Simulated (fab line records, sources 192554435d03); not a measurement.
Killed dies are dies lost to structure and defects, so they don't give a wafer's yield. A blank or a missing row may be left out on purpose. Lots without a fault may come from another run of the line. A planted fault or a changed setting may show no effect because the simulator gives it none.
fab line records | flow n5_finfet
record lots=8 wafers=24 last_day=19
route steps=1938 shown DUMMY_GATE@235 SPACER0@258 SD_EPI_N@271 SD_EPI_P@305 BEOL_M4@1111 PASSIVATION@1936
lots that met no fault: from a run of the same line without faults
start_h: hours from the record's first day to the start of the lot's first wafer shown | wait_h: hours since the lot's step before | " the same as in the row above | L1.1+2: a row that stands for several wafers | - no value, or no start given | * or withheld: withheld | < > ~ a bound
route shown NAME@n: a module of which the file shows steps, and the number in the route of the first | usual: mean/standard deviation of fault-free wafers | same: alike in all rows | chamber/n: place in a boat | sites: the reading at each site | _std_site: their standard deviation | _edge_site: outer sites' mean less inner sites' | radius_mm: how far each site lies from the wafer's centre | mask NAME#n: copy n | behind: the tool/chamber that last shaped the wafer | hold: why the lot was held/for how many hours/how that ended | device: the transistor (n, p or np) that didn't switch | end of line: the same wafers' tests at the end of the route | a step without rows: its recipe alone | killed: dies lost to structure and defects at the first sort, not the wafer's yield | map: a wafer's dies, x killed, . not, _ none there
set.NAME: the setting as run; set.NAME@STEP: as run at that earlier step | model.NAME: the simulator's own value behind a step, which no gauge read
steps of the route over a sample of lots; a table a step, a row a wafer
services: from which hour (start_h, from the record's first day; less than 0 if before it) a tool's chamber was out of use, for how many hours, and why
## steps
# step N5_DUMMY_GATE_ETCH_29
# recipe chemistry=N2/H2 target=underlayer target_depth_a=130 ion_energy_ev=200 pressure_mtorr=30 source_w=840 bias_w=150 n2_flow_sccm=200 h2_flow_sccm=200
# usual chamber_pressure_mTorr=29.999/0.026 drypump_motor_current_A=5.8/0.49 oes_product_au=0.82/0.093 rf_vpp_V=524.5/2.2 showerhead_plenum_p_Torr=2.57/0.08 throttle_valve_pct=17.93/0.26
# columns lot.wafer tool chamber start_h wait_h chamber_pressure_mTorr drypump_motor_current_A oes_product_au rf_hours_counter_h rf_vpp_V showerhead_plenum_p_Torr throttle_valve_pct
L766.3 rie_diel-01 0 69.33 0.0 30.010 6.1 0.72 222 526.2 2.64 18.41
L766.4 " 3 " " 29.962 6.4 0.67 248 521.3 2.49 18.17
L766.5 " 3 " " 30.022 6.4 0.68 - 523.1 2.49 18.16
L767.1 rie_diel-05 3 71.81 0.0 30.003 5.0 0.95 8 522.7 2.49 17.73
L767.3 " 0 " " 30.004 4.7 0.74 159 525.8 2.67 18.09
L767.5 " 1 " " 30.026 5.9 0.96 - 529.1 2.71 18.10
L769.2 rie_diel-01 1 83.32 0.0 29.975 6.1 0.76 167 526.6 2.64 17.84
L769.4 " 2 " " 29.989 5.1 0.92 - 526.1 2.61 17.68
L769.6 " 1 " " 30.000 6.1 0.76 - 527.4 2.64 17.85
L771.1 rie_diel-01 2 97.49 0.0 29.991 5.1 0.90 18 526.5 2.61 17.71
L771.4 " 3 " " 29.983 6.3 0.99 0 523.2 2.49 17.67
L771.6 " 2 " " 29.991 5.1 0.90 - 524.6 2.61 17.70
L781.1 rie_diel-05 3 155.87 0.0 30.019 5.0 0.89 34 522.2 2.48 17.76
L781.3 " 2 " " 29.983 5.5 0.78 133 520.7 2.43 17.73
L781.6 " 1 " " 29.998 5.9 0.90 - 528.8 2.70 18.16
L782.3 rie_diel-05 2 159.99 0.0 29.975 5.5 0.78 134 521.1 2.43 17.72
L782.5 " 1 " " 30.004 5.9 0.91 - 529.3 2.70 18.17
L782.6 " 2 " " 30.009 5.5 0.78 - 520.7 2.43 17.73
L784.1 rie_diel-04 3 172.26 0.0 30.017 5.9 0.72 219 521.7 2.52 18.26
L784.2 " 2 " " 29.999 5.5 0.77 128 520.5 2.44 17.60
L784.3 " 0 " " 30.026 5.8 0.70 215 522.8 2.53 18.22
L785.1 rie_diel-01 2 177.79 0.0 29.974 5.1 0.86 46 525.3 2.60 17.75
L785.2 " 3 " " 29.985 6.3 0.90 27 521.7 2.48 17.71
L785.4 " 1 " " 29.958 6.1 0.73 200 525.7 2.62 17.90
# step N5_DUMMY_GATE_ETCH_23
# recipe chemistry=HBr/Cl2/O2 HBr_flow_sccm=150 Cl2_flow_sccm=80 O2_flow_sccm=12 bias_w=102 target_depth_a=410 time_s=22.3 target=poly-Si mask_material=SiO2 pressure_mtorr=10 icp_w=800
# usual chamber_pressure_mTorr=10.000/0.01 drypump_motor_current_A=5.8/0.39 oes_product_au=0.997/0.017 throttle_valve_pct=37.19/0.25
# same time_s=22.3
# columns lot.wafer tool chamber start_h wait_h chamber_pressure_mTorr drypump_motor_current_A oes_product_au rf_hours_counter_h throttle_valve_pct
L766.3 rie_si-04 1 69.98 0.0 9.987 5.7 1.009 72 37.78
L766.4 " 1 " " 9.996 5.8 1.010 - 37.81
L766.5 " 2 " " 10.004 5.3 0.983 - 37.24
L767.1 rie_si-03 2 72.45 0.0 10.016 5.8 1.028 54 36.87
L767.3 " 3 " " 10.008 5.8 1.020 165 36.90
L767.5 " 2 " " 9.994 5.8 1.011 - 36.84
L769.2 rie_si-05 0 83.95 0.0 9.980 6.5 0.992 148 37.32
L769.4 " 2 " " 9.994 5.7 0.993 26 36.91
L769.6 " 2 " " 10.026 5.7 0.996 - 36.93
L771.1 rie_si-03 0 98.13 0.0 9.982 6.4 1.023 63 36.98
L771.4 " 1 " " 10.004 5.3 0.986 7 37.26
L771.6 " 0 " " 10.008 6.3 1.009 - 36.99
L781.1 rie_si-05 3 156.52 0.0 10.000 6.4 0.995 47 37.29
L781.3 " 2 " " 9.993 5.7 0.981 27 36.92
L781.6 " 3 " " 10.009 6.3 1.000 - 37.30
L782.3 rie_si-03 2 160.72 0.0 10.003 5.8 1.007 56 36.85
L782.5 " 2 " " 10.007 5.8 1.015 - 36.86
L782.6 " 3 " " 10.019 5.8 1.000 - 36.90
L784.1 rie_si-04 3 172.89 0.0 9.992 5.7 1.029 125 37.14
L784.2 " 0 " " 10.008 6.0 1.010 7 37.45
L784.3 " 2 " " 9.993 5.3 0.969 164 37.22
L785.1 rie_si-03 0 178.43 0.0 10.016 6.3 1.000 64 36.97
L785.2 " 1 " " 10.000 5.2 0.975 8 37.27
L785.4 " 3 " " 10.016 5.8 1.016 167 36.91
# step N5_SPACER0_ALD_07
# recipe material=SiNx target_thk_a=20 temp_c=400 ald_precursor_family=SiH2I2 ald_co_reactant=N2/H2-plasma pressure_torr=2
# usual heater_power_w=848/84
# columns lot.wafer tool chamber start_h wait_h heater_power_w
L766.3 ald_sin-04 0 70.47 0.0 826
L766.4 " 2 " " 915
L766.5 " 3 " " 710
L767.1 ald_sin-04 2 72.94 0.0 932
L767.3 " 0 " " 807
L767.5 " 0 " " 836
L769.2 ald_sin-04 3 84.49 0.0 690
L769.4 " 1 " " 973
L769.6 " 2 " " 929
L771.1 ald_sin-04 0 99.25 0.7 800
L771.4 " 2 " " 889
L771.6 " 0 " " 813
L781.1 ald_sin-01 1 157.23 0.2 971
L781.3 " 2 " " 880
L781.6 " 2 " " 873
L782.3 ald_sin-04 2 161.28 0.0 889
L782.5 " 0 " " 804
L782.6 " 3 " " 714
L784.1 ald_sin-04 2 173.38 0.0 908
L784.2 " 1 " " 920
L784.3 " 3 " " 729
L785.1 ald_sin-04 2 178.91 0.0 888
L785.2 " 3 " " 718
L785.4 " 1 " " 945
# step N5_SPACER0_INSPECT_04
# recipe inspect_instrument=darkfield mode=post_dep
# usual raw_defect_count=129/33
# columns lot.wafer tool chamber start_h wait_h raw_defect_count
L766.3 defect_inspect-01 - 71.04 0.1 132
L766.4 " - " " 95
L766.5 " - " " 124
L767.1 defect_inspect-01 - 73.73 0.3 107
L767.3 " - " " 129
L767.5 " - " " 97
L769.2 defect_inspect-01 - 85.06 0.1 435
L769.4 " - " " 372
L769.6 " - " " 366
L771.1 defect_inspect-01 - 99.82 0.1 377
L771.4 " - " " 400
L771.6 " - " " 371
L781.1 defect_inspect-02 - 157.79 0.1 122
L781.3 " - " " 157
L781.6 " - " " 140
L782.3 defect_inspect-01 - 161.85 0.1 84
L782.5 " - " " 91
L782.6 " - " " 122
L784.1 defect_inspect-02 - 173.95 0.1 154
L784.2 " - " " 168
L784.3 " - " " 157
L785.1 defect_inspect-01 - 179.49 0.1 61
L785.2 " - " " 97
L785.4 " - " " 122
# step N5_SD_EPI_N_OVL_MEAS_10
# recipe points_per_wafer=44
# usual SD_N_BLK_OVL=-0.5/0.78
# columns lot.wafer tool chamber start_h wait_h SD_N_BLK_OVL[nm]
L766.3 overlay-01 0 71.35 0.0 -0.2
L766.4 " 0 " " 0.8
L766.5 " 0 " " 1.1
L767.1 overlay-02 0 74.16 0.0 -1.4
L767.3 " 0 " " -2.6
L767.5 " 0 " " -1.7
L769.2 overlay-01 0 85.49 0.0 -0.4
L769.4 " 0 " " -0.5
L769.6 " 0 " " -0.2
L771.1 overlay-02 0 100.26 0.0 -0.8
L771.4 " 0 " " -0.4
L771.6 " 0 " " -0.3
L781.1 overlay-01 0 158.22 0.0 0.1
L781.3 " 0 " " -0.2
L781.6 " 0 " " -0.8
L782.3 overlay-02 0 162.27 0.0 0.5
L782.5 " 0 " " 0.7
L782.6 " 0 " " -0.7
L784.1 overlay-02 0 174.38 0.0 -1.4
L784.2 " 0 " " -0.9
L784.3 " 0 " " -1.5
L785.1 overlay-01 0 179.92 0.0 -1.3
L785.2 " 0 " " -2.2
L785.4 " 0 " " -1.3
# step N5_SD_EPI_N_INSPECT_11
# recipe mode=adi inspect_instrument=macro
# usual raw_defect_count=2.0/1.5
# columns lot.wafer tool chamber start_h wait_h raw_defect_count
L766.3 defect_inspect-01 - 71.37 0.0 2
L766.4 " - " " 4
L766.5 " - " " 2
L767.1 defect_inspect-01 - 74.19 0.0 2
L767.3 " - " " 3
L767.5 " - " " 2
L769.2 defect_inspect-01 - 85.51 0.0 279
L769.4 " - " " 297
L769.6 " - " " 265
L771.1 defect_inspect-01 - 100.28 0.0 273
L771.4 " - " " 267
L771.6 " - " " 270
L781.1 defect_inspect-01 - 158.25 0.0 2
L781.3 " - " " 1
L781.6 " - " " 3
L782.3 defect_inspect-02 - 162.30 0.0 1
L782.5 " - " " 2
L782.6 " - " " 0
L784.1 defect_inspect-02 - 174.40 0.0 2
L784.2 " - " " 2
L784.3 " - " " 1
L785.1 defect_inspect-02 - 179.95 0.0 1
L785.2 " - " " 4
L785.4 " - " " 2
# step N5_SD_EPI_N_INSPECT_26
# recipe inspect_instrument=darkfield mode=post_epi
# usual raw_defect_count=193/40
# columns lot.wafer tool chamber start_h wait_h raw_defect_count
L766.3 defect_inspect-01 - 75.45 0.1 162
L766.4 " - " " 158
L766.5 " - " " 183
L767.1 defect_inspect-01 - 78.25 0.1 197
L767.3 " - " " 180
L767.5 " - " " 197
L769.2 defect_inspect-01 - 90.04 0.2 486
L769.4 " - " " 424
L769.6 " - " " 462
L771.1 defect_inspect-01 - 105.86 0.1 451
L771.4 " - " " 439
L771.6 " - " " 419
L781.1 defect_inspect-01 - 162.24 0.2 220
L781.3 " - " " 211
L781.6 " - " " 190
L782.3 defect_inspect-02 - 166.98 0.1 205
L782.5 " - " " 174
L782.6 " - " " 187
L784.1 defect_inspect-01 - 179.26 0.2 197
L784.2 " - " " 189
L784.3 " - " " 190
L785.1 defect_inspect-02 - 184.15 0.1 119
L785.2 " - " " 149
L785.4 " - " " 205
# step N5_SD_EPI_P_INSPECT_11
# recipe mode=adi inspect_instrument=macro
# usual raw_defect_count=2.1/1.5
# columns lot.wafer tool chamber start_h wait_h raw_defect_count
L766.3 defect_inspect-01 - 75.91 0.0 1
L766.4 " - " " 4
L766.5 " - " " 4
L767.1 defect_inspect-01 - 78.71 0.0 3
L767.3 " - " " 0
L767.5 " - " " 1
L769.2 defect_inspect-01 - 90.50 0.0 288
L769.4 " - " " 285
L769.6 " - " " 264
L771.1 defect_inspect-01 - 106.19 0.0 273
L771.4 " - " " 261
L771.6 " - " " 268
L781.1 defect_inspect-01 - 162.70 0.0 3
L781.3 " - " " 5
L781.6 " - " " 3
L782.3 defect_inspect-01 - 167.31 0.0 2
L782.5 " - " " 1
L782.6 " - " " 4
L784.1 defect_inspect-02 - 179.59 0.0 1
L784.2 " - " " 4
L784.3 " - " " 4
L785.1 defect_inspect-01 - 184.61 0.0 2
L785.2 " - " " 2
L785.4 " - " " 6
# step N5_BEOL_M4_RC_MEAS_101
# usual DIBL_N=36.3/1.6 DIBL_P=36.4/2.1 IOFF_N=0.16/0.032 IOFF_P=0.22/0.044 ION_N=675/12 ION_P=463/8.3 SS_N=71.6/0.64 SS_P=73.3/0.67 VT_N=250/3.3 VT_P=-250/3.7
# columns lot.wafer tool chamber start_h wait_h DIBL_N[mV/V] DIBL_P[mV/V] IOFF_N[nA/um] IOFF_P[nA/um] ION_N[uA/um] ION_P[uA/um] SS_N[mV/dec] SS_P[mV/dec] VT_N[mV] VT_P[mV]
L767.1 prober-01 0 218.98 0.0 36.7 36.5 0.17 0.22 675 470 71.0 73.9 248 -249
L767.3 " 0 " " 36.5 36.4 0.16 0.20 664 455 71.4 72.9 251 -251
L767.5 " 0 " " 37.5 37.5 0.18 0.22 682 469 72.1 74.1 248 -248
L766.3 prober-02 0 226.43 0.3 38.8 38.2 0.18 0.23 684 466 71.7 73.9 252 -247
L766.4 " 0 " " 35.0 33.1 0.12 0.16 666 455 70.6 73.1 256 -255
L766.5 " 0 " " 36.4 35.1 0.15 0.20 686 464 71.9 73.5 251 -251
L769.2 prober-01 0 231.91 0.2 35.5 36.4 0.16 0.22 679 465 71.4 73.5 248 -251
L769.4 " 0 " " 35.7 36.0 0.15 0.21 668 457 71.8 72.9 251 -248
L769.6 " 0 " " 34.7 34.5 0.13 0.18 663 451 71.7 73.5 253 -250
L771.1 prober-01 0 254.70 0.0 38.7 39.0 0.20 0.32 664 472 73.3 73.9 248 -242
L771.4 " 0 " " 38.2 39.1 0.18 0.32 683 477 71.7 73.5 249 -244
L771.6 " 0 " " 37.8 37.9 0.18 0.31 686 484 72.3 73.8 247 -240
L782.3 prober-02 0 317.36 0.3 34.3 32.5 0.10 0.13 642 435 70.7 72.8 257 -258
L782.5 " 0 " " 34.8 33.8 0.12 0.14 676 460 71.0 73.8 253 -256
L782.6 " 0 " " 33.7 31.3 0.09 0.12 651 442 70.2 71.9 258 -259
L781.1 prober-02 0 323.48 0.0 34.9 35.0 0.14 0.19 666 465 71.3 72.3 251 -251
L781.3 " 0 " " 37.0 37.8 0.18 0.24 681 469 71.4 73.3 246 -247
L781.6 " 0 " " 37.3 37.6 0.18 0.23 685 467 71.3 73.4 244 -249
L784.1 prober-02 0 350.85 0.0 35.6 35.1 0.12 0.18 648 450 71.4 73.4 255 -253
L784.2 " 0 " " 34.9 34.2 0.12 0.17 672 464 70.7 73.2 254 -251
L784.3 " 0 " " 36.8 35.7 0.14 0.19 667 461 70.9 72.4 252 -253
L785.1 prober-02 0 354.48 0.0 35.4 36.1 0.13 0.16 665 456 71.8 72.6 254 -253
L785.2 " 0 " " 34.7 35.6 0.13 0.16 662 456 71.1 73.2 252 -256
L785.4 " 0 " " 40.7 41.8 0.24 0.26 697 463 73.0 74.2 245 -247
# step N5_PASSIVATION_PROBE_49
# usual defect_limited_yield=91.4/1.2 killed_at_M0_to_M3=35/11 killed_at_M4_up=14/6 killed_at_contacts=12/6.7 killed_at_front_end=37/9.7 killed_at_other=3.5/2.5 killed_dies=102/15 killed_open=67/12 killed_short=33/7.3 sort_bin_5_function=5.1/0.81 sort_bin_6_memory=3.2/0.65 sort_bin_8_speed=0.00/0.021 sort_n_pass=1078/15 sort_yield_pct=91.4/1.2
# same gross_dies=1180 killed_at_back_side=0 sort_bin_4_leakage[%]=0
# columns lot.wafer tool chamber start_h wait_h defect_limited_yield[%] killed_at_M0_to_M3 killed_at_M4_up killed_at_contacts killed_at_front_end killed_at_other killed_dies killed_open killed_short sort_bin_5_function[%] sort_bin_6_memory[%] sort_bin_8_speed[%] sort_n_pass sort_yield_pct[%]
L767.1 prober-01 - 342.96 0.0 91.9 11 10 40 30 5 96 76 20 4.7 3.4 0 1084 91.9
L767.3 prober-01 - 343.06 0.1 92.1 20 15 16 38 4 93 68 25 5.2 2.5 0 1087 92.1
L767.5 prober-01 - 343.16 0.2 92.3 7 17 15 45 7 91 61 28 3.9 3.6 0 1089 92.3
L769.2 prober-01 - 354.99 0.1 83.3 31 16 5 140 5 197 73 29 11.1 4.4 0 983 83.3
L769.4 prober-01 - 355.09 0.2 85.0 29 10 13 123 2 177 68 21 10.0 3.7 0 1003 85.0
L769.6 prober-01 - 355.19 0.3 84.1 33 22 4 128 1 188 62 30 9.2 4.7 0 992 84.1
L771.1 prober-01 - 372.77 0.0 85.2 16 12 1 145 1 175 49 25 10.2 3.3 0 1005 85.2
L771.4 prober-01 - 372.92 0.2 83.9 33 16 15 126 0 190 67 32 10.8 3.8 0 990 83.9
L771.6 prober-01 - 373.02 0.3 84.6 35 16 11 117 3 182 53 34 9.6 3.9 0 998 84.6
L782.3 prober-01 - 430.15 0.1 92.5 26 15 15 31 1 88 59 27 4.3 2.6 0.25 1089 92.3
L782.5 prober-01 - 430.25 0.2 90.8 28 13 13 51 3 108 82 25 5.6 3.3 0 1072 90.8
L782.6 prober-01 - 430.30 0.3 93.4 29 13 5 31 0 78 54 24 3.7 2.8 0 1102 93.4
L785.1 prober-01 - 463.58 0.0 92.6 38 17 2 26 4 87 56 31 4.8 2.3 0 1093 92.6
L785.2 prober-01 - 463.63 0.1 90.6 60 9 5 33 4 111 77 34 5.0 4.0 0 1069 90.6
L785.4 prober-01 - 463.73 0.2 93.6 34 12 6 22 2 76 52 23 3.5 2.8 0 1104 93.6
# killed by level:class
L767.1 MOL_CONTACT_COAG:geometric_particle:open=37 FIN_SAQP:geometric_particle:open=6 STARTING-WAFER:geometric_particle:open=5 FIN_SAQP:geometric_particle:short=4 DUMMY_GATE:geometric_particle:open=4 STI_FIN_REVEAL:geometric_particle:open=3 MOL_CONTACT_COAG:geometric_particle:short=3 BEOL_M4:geometric_particle:open=3
L767.3 FIN_SAQP:geometric_particle:open=17 MOL_CONTACT_COAG:geometric_particle:open=13 STI_FIN_REVEAL:geometric_particle:open=8 FIN_SAQP:geometric_particle:short=6 BEOL_M2:geometric_particle:open=6 BEOL_M1:geometric_particle:open=4 MOL_CONTACT_COAG:geometric_particle:short=3 BEOL_M0_SAQP:geometric_particle:short=3
L767.5 MOL_CONTACT_COAG:geometric_particle:open=12 STI_FIN_REVEAL:geometric_particle:open=11 FIN_SAQP:geometric_particle:open=8 BEOL_M4:geometric_particle:open=6 FIN_SAQP:geometric_particle:short=5 GATE_CUT:geometric_particle:short=5 STARTING-WAFER:geometric_particle:short=5 DUMMY_GATE:geometric_particle:open=4
L769.2 SPACER0:unspecified=95 FIN_SAQP:geometric_particle:open=15 STI_FIN_REVEAL:geometric_particle:open=11 BEOL_M4:geometric_particle:open=11 BEOL_M3:geometric_particle:open=8 FIN_SAQP:geometric_particle:short=7 BEOL_M0_SAQP:geometric_particle:short=6 MOL_CONTACT_COAG:geometric_particle:open=5
L769.4 SPACER0:unspecified=88 MOL_CONTACT_COAG:geometric_particle:open=12 BEOL_M3:geometric_particle:open=11 BEOL_M0_SAQP:geometric_particle:open=7 STARTING-WAFER:geometric_particle:open=7 DUMMY_GATE:geometric_particle:open=6 BEOL_M4:geometric_particle:open=5 FIN_SAQP:geometric_particle:open=4
L769.6 SPACER0:unspecified=94 BEOL_M4:geometric_particle:open=14 BEOL_M0_SAQP:geometric_particle:open=13 BEOL_M0_SAQP:geometric_particle:short=12 STI_FIN_REVEAL:geometric_particle:open=8 GATE_CUT:geometric_particle:short=5 FIN_SAQP:geometric_particle:open=4 FIN_SAQP:geometric_particle:short=4
L771.1 SPACER0:unspecified=100 STI_FIN_REVEAL:geometric_particle:open=11 FIN_SAQP:geometric_particle:short=8 FIN_SAQP:geometric_particle:open=5 DUMMY_GATE:geometric_particle:open=5 ILD0:geometric_particle:open=5 BEOL_M1:geometric_particle:open=5 BEOL_M4:geometric_particle:open=4
L771.4 SPACER0:unspecified=91 MOL_CONTACT_COAG:geometric_particle:open=14 BEOL_M0_SAQP:geometric_particle:open=13 BEOL_M4:geometric_particle:open=9 FIN_SAQP:geometric_particle:short=7 BEOL_M0_SAQP:geometric_particle:short=6 FIN_SAQP:geometric_particle:open=5 DUMMY_GATE:geometric_particle:open=5
L771.6 SPACER0:unspecified=94 BEOL_M0_SAQP:geometric_particle:short=10 MOL_CONTACT_COAG:geometric_particle:open=9 BEOL_M0_SAQP:geometric_particle:open=6 BEOL_M8:geometric_particle:open=5 STI_FIN_REVEAL:geometric_particle:open=4 BEOL_M0:geometric_particle:open=4 FIN_SAQP:geometric_particle:short=3
L782.3 MOL_CONTACT_COAG:geometric_particle:open=13 BEOL_M3:geometric_particle:open=7 BEOL_M2:geometric_particle:open=6 FIN_SAQP:geometric_particle:short=5 DUMMY_GATE:geometric_particle:open=4 ILD0:geometric_particle:open=4 BEOL_M1:geometric_particle:open=4 BEOL_M4:geometric_particle:open=4
L782.5 MOL_CONTACT_COAG:geometric_particle:open=12 BEOL_M0_SAQP:geometric_particle:open=12 STI_FIN_REVEAL:geometric_particle:open=9 DUMMY_GATE:geometric_particle:open=9 STARTING-WAFER:geometric_particle:open=7 GATE_CUT:geometric_particle:open=6 FIN_SAQP:geometric_particle:short=4 GATE_CUT:geometric_particle:short=4
L782.6 BEOL_M1:geometric_particle:open=9 DUMMY_GATE:geometric_particle:open=5 BEOL_M0_SAQP:geometric_particle:open=5 BEOL_M3:geometric_particle:open=5 STI_FIN_REVEAL:geometric_particle:open=4 GATE_CUT:geometric_particle:short=4 MOL_CONTACT_COAG:geometric_particle:open=4 BEOL_M1:geometric_particle:short=4
L785.1 BEOL_M3:geometric_particle:open=8 FIN_SAQP:geometric_particle:short=6 BEOL_M1:geometric_particle:open=6 BEOL_M0:geometric_particle:open=5 BEOL_M2:geometric_particle:open=5 BEOL_M8:geometric_particle:open=5 STI_FIN_REVEAL:geometric_particle:open=4 DUMMY_GATE:geometric_particle:open=4
L785.2 BEOL_M3:geometric_particle:open=17 BEOL_M2:geometric_particle:open=13 FIN_SAQP:geometric_particle:open=11 BEOL_M0_SAQP:geometric_particle:short=11 FIN_SAQP:geometric_particle:short=5 MOL_CONTACT_COAG:geometric_particle:open=5 BEOL_M0_SAQP:geometric_particle:open=5 BEOL_M0:geometric_particle:open=4
L785.4 BEOL_M2:geometric_particle:open=9 BEOL_M4:geometric_particle:open=7 MOL_CONTACT_COAG:geometric_particle:open=6 BEOL_M0_SAQP:geometric_particle:open=6 BEOL_M0_SAQP:geometric_particle:short=4 BEOL_M0:geometric_particle:open=4 STARTING-WAFER:geometric_particle:short=4 FIN_SAQP:geometric_particle:short=3
## services
# columns tool chamber start_h hours kind
ald_sin-04 3 56.55 7.1 repair
rie_si-04 0 61.97 29.8 repair
rie_diel-01 3 75.10 - clean
rie_diel-01 3 75.10 - consumable_replace:focus_ring
rie_diel-01 3 75.10 18.7 scheduled_down
rie_diel-01 3 75.10 18.7 vent_cycle
rie_diel-01 0 75.56 1.7 repair
rie_diel-05 1 80.42 9.3 repair
ald_sin-04 - 85.25 14.0 pm
ald_sin-04 0 85.25 14.0 vent_cycle
ald_sin-04 1 85.25 14.0 vent_cycle
ald_sin-04 2 85.25 14.0 vent_cycle
ald_sin-04 3 85.25 14.0 vent_cycle
rie_si-05 3 98.96 9.6 repair
ald_sin-04 0 99.25 - clean
ald_sin-04 1 99.25 - clean
ald_sin-04 2 99.25 - clean
ald_sin-04 3 99.25 - clean
rie_diel-04 2 105.37 13.3 repair
rie_diel-01 0 117.38 36.7 repair
ald_sin-01 3 131.40 31.4 repair
rie_diel-01 3 160.50 4.9 repair
rie_si-05 0 176.96 44.6 repair
## key
first_sign step=N5_SPACER0_INSPECT_04 reading=raw_defect_count direction=up sigmas=7.7 usual=129 struck=387
effect step=N5_SD_EPI_N_INSPECT_11 reading=raw_defect_count direction=up sigmas=99+ usual=2.0 struck=275.2
effect step=N5_SD_EPI_N_INSPECT_26 reading=raw_defect_count direction=up sigmas=6.3 usual=193 struck=447
effect step=N5_SD_EPI_P_INSPECT_11 reading=raw_defect_count direction=up sigmas=99+ usual=2.1 struck=273.2
effect step=N5_PASSIVATION_PROBE_49 reading=killed_at_front_end direction=up sigmas=9.6 usual=37 struck=130
more_kills_born_at N5_SPACER0_ALD_07@ald_sin-04=562
met_at N5_SPACER0_ALD_07
struck_lots L769,L771
not_acting_at N5_DUMMY_GATE_ETCH_29,N5_DUMMY_GATE_ETCH_23,N5_SD_EPI_N_OVL_MEAS_10
onset_between 72.94 84.49
fault kind=chamber_particle_source tool=ald_sin-04 chamber=- onset_h=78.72 steps=N5_SPACER0_ALD_07 rate_per_visit_cm2=0.4211 end_h=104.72
